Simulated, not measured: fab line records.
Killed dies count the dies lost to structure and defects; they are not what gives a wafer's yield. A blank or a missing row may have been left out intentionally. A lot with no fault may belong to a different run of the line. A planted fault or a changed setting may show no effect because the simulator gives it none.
Struck lot and sound lot, side by side    flow n5Finfet    12 steps out of a route of 1938
Sound: these wafers, L684.3, L684.4, L684.6. Wafers struck: L681.1, L681.2, L681.5. The cause is given at the end.
At each step with rows: each side's tool, then ch and its chambers, then its first start. Under that, the readings that differ: sound wafers    struck wafers    difference of the means    sigmas: that difference in standard deviations of wafers without a fault.
alike: readings with means less than 2 such deviations apart, plus words and numbers identical on both sides. not compared: withheld readings, readings lacking a value on some wafer, bounds such as >300 that could conceal the same value, and numbers that have no deviation in the record and whose values overlap.
A row with sigmas, a row that says differs or no value, or rows on one side alone: a step with any of these is where the two part. When numbers do not overlap yet have no deviation, they are printed without sigmas and do not part them. Lack of a reading on every wafer of one side parts them only where that side has two or more wafers.

first, 9 steps without rows for these wafers: N5_BEOL_M3_SOFTBAKE_23 (time 60 s); N5_BEOL_M3_EXPOSE_25 (exposes mask V2, defocus 5 nm); N5_BEOL_M3_PEB_26 (peb time 60 s); N5_BEOL_M3_DEVELOP_27 (develop time 30 s); N5_BEOL_M3_DESCUM_33 (chemistry O2, time 7 s); N5_BEOL_M3_ETCH_77 (etches underlayer in N2/H2, target depth 6.5 nm, time 5.2 s); N5_BEOL_M3_ETCH_69 (etches SiARC in CF4, target depth 15.6 nm, time 26 s); N5_BEOL_M3_ALD_98 (deposits SiO2, target thk 2.5 nm, pulse time 1 s, co reactant pulse time 1 s); N5_BEOL_M3_ETCHBACK_99 (etches SiO2 in CHF3, target depth 5 nm, time 10.4 s).
N5_BEOL_M3_ETCH_70: etches SOC in N2/H2, target depth 80 nm, overetch 16 nm, time 120 s.
  sound on rieDiel-03 ch 0,3, day 10 11:48; struck on rieDiel-01 ch 1,2, day 9 06:43
reading     sound              struck             difference  sigmas
biasW (W)   150.5 150.4 150.0  157.0 157.2 157.0  +6.8        +15
rfVppV (V)  525.0 523.6 525.0  539.7 537.5 539.9  +14.5       +6
  alike: drypumpMotorCurrentA, oesProductAu, showerheadPlenumPTorr, throttleValvePct
  not compared: rfHoursCounterH, model.SiARC_of_BEOL_M3_COAT_68.thkNm
then, 1 step without rows for these wafers: N5_BEOL_M3_STRIP_71 (strips in N2/H2).
N5_BEOL_M4_RC_MEAS_101:
  sound on prober-02 ch 0, day 11 02:20; struck on prober-01 ch 0, day 10 00:03
  alike: DIBL_N, DIBL_P, IOFF_N, IOFF_P, ION_N, ION_P, SS_N, SS_P, VT_N, VT_P

== WHERE THEY PART ==
Only at N5_BEOL_M3_ETCH_70, within this record. Later steps at which nothing parts them and some readings are alike: N5_BEOL_M4_RC_MEAS_101.

WHY: what had been put in by the simulator
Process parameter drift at N5_BEOL_M3_ETCH_70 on rieDiel-01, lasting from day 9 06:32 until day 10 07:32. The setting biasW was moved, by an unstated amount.
